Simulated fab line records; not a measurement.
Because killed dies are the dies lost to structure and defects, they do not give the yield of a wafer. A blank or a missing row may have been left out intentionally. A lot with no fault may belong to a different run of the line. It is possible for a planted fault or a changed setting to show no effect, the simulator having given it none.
Chamber matching || flow n5Finfet || N5_HKMG_FIN_ALD_71 on aldMetal-02 has 4 sister chambers
The step deposits TiN, target thk 1 nm, pulse time 1 s, purge time 3 s. 14 wafers are shown with their chamber, then 7 later ones without.

WAFERS PAIRED WITH THEIR CHAMBERS
{"wafer": "L074.1", "chamber": 0, "heaterPowerW (W)": 944, "precursorPulseHeightRel": 1.016}
{"wafer": "L074.2", "chamber": 1, "heaterPowerW (W)": 862, "precursorPulseHeightRel": 1.000}
{"wafer": "L074.3", "chamber": 3, "heaterPowerW (W)": 898, "precursorPulseHeightRel": 1.007}
{"wafer": "L074.4", "chamber": 2, "heaterPowerW (W)": 953, "precursorPulseHeightRel": 1.008}
{"wafer": "L074.5", "chamber": 3, "heaterPowerW (W)": 899, "precursorPulseHeightRel": 0.964}
{"wafer": "L074.6", "chamber": 0, "heaterPowerW (W)": 949, "precursorPulseHeightRel": 0.983}
{"wafer": "L075.1", "chamber": 3, "heaterPowerW (W)": 899, "precursorPulseHeightRel": 1.006}
{"wafer": "L075.2", "chamber": 1, "heaterPowerW (W)": 859, "precursorPulseHeightRel": 1.004}
{"wafer": "L075.4", "chamber": 1, "heaterPowerW (W)": 913, "precursorPulseHeightRel": 1.021}
{"wafer": "L078.1", "chamber": 2, "heaterPowerW (W)": 950, "precursorPulseHeightRel": 1.011}
{"wafer": "L078.3", "chamber": 3, "heaterPowerW (W)": 901, "precursorPulseHeightRel": 1.006}
{"wafer": "L078.6", "chamber": 1, "heaterPowerW (W)": 881, "precursorPulseHeightRel": 0.996}
{"wafer": "L082.3", "chamber": 2, "heaterPowerW (W)": 945, "precursorPulseHeightRel": 0.979}
{"wafer": "L082.5", "chamber": 1, "heaterPowerW (W)": 909, "precursorPulseHeightRel": 0.967}

SIGNATURES (means of the wafers above)
{"reading": "heaterPowerW", "chamber 0": 946.50, "chamber 1": 884.80, "chamber 2": 949.33, "chamber 3": 899.25, "scatter within a chamber": 16.2}
{"reading": "precursorPulseHeightRel", "chamber 0": 0.99950, "chamber 1": 0.99760, "chamber 2": 0.99933, "chamber 3": 0.99575, "scatter within a chamber": 0.0201}
Rule: a wafer's distance from a chamber is the root of the sum, over the readings, of the square of ((its reading less the chamber's mean) divided by the reading's scatter). If the next closest chamber is less than 2 further off than the closest, the wafer can't be placed; otherwise it belongs to the closest. The scatter is the square root of a quotient: the sum, over the shown wafers, of each reading's squared deviation from its chamber's mean, divided by wafers minus chambers.

WAFERS WHOSE CHAMBER IS MISSING
{"wafer": "L082.6", "heaterPowerW (W)": 970, "precursorPulseHeightRel": 0.992}
{"wafer": "L096.2", "heaterPowerW (W)": 894, "precursorPulseHeightRel": 1.015}
{"wafer": "L096.3", "heaterPowerW (W)": 962, "precursorPulseHeightRel": 1.029}
{"wafer": "L096.4", "heaterPowerW (W)": 954, "precursorPulseHeightRel": 0.991}
{"wafer": "L097.2", "heaterPowerW (W)": 966, "precursorPulseHeightRel": 1.006}
{"wafer": "L097.4", "heaterPowerW (W)": 907, "precursorPulseHeightRel": 0.997}
{"wafer": "L097.5", "heaterPowerW (W)": 954, "precursorPulseHeightRel": 1.029}

THE CHAMBER EACH PASSED THROUGH
{"wafer": "L082.6", "from the rows above": "can't be placed: 2 or 0", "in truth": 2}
{"wafer": "L096.2", "from the rows above": "can't be placed: 3 or 1", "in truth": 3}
{"wafer": "L096.3", "from the rows above": "can't be placed: 2 or 0", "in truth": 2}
{"wafer": "L096.4", "from the rows above": "can't be placed: 2 or 0", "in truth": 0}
{"wafer": "L097.2", "from the rows above": "can't be placed: 2 or 0", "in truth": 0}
{"wafer": "L097.4", "from the rows above": "can't be placed: 3 or 1 or 0", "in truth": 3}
{"wafer": "L097.5", "from the rows above": "can't be placed: 2 or 0", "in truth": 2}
0 of 7 placed correctly. These rows do not allow placing 7 (true chamber among the candidates in 7). Number placed wrongly: 0.
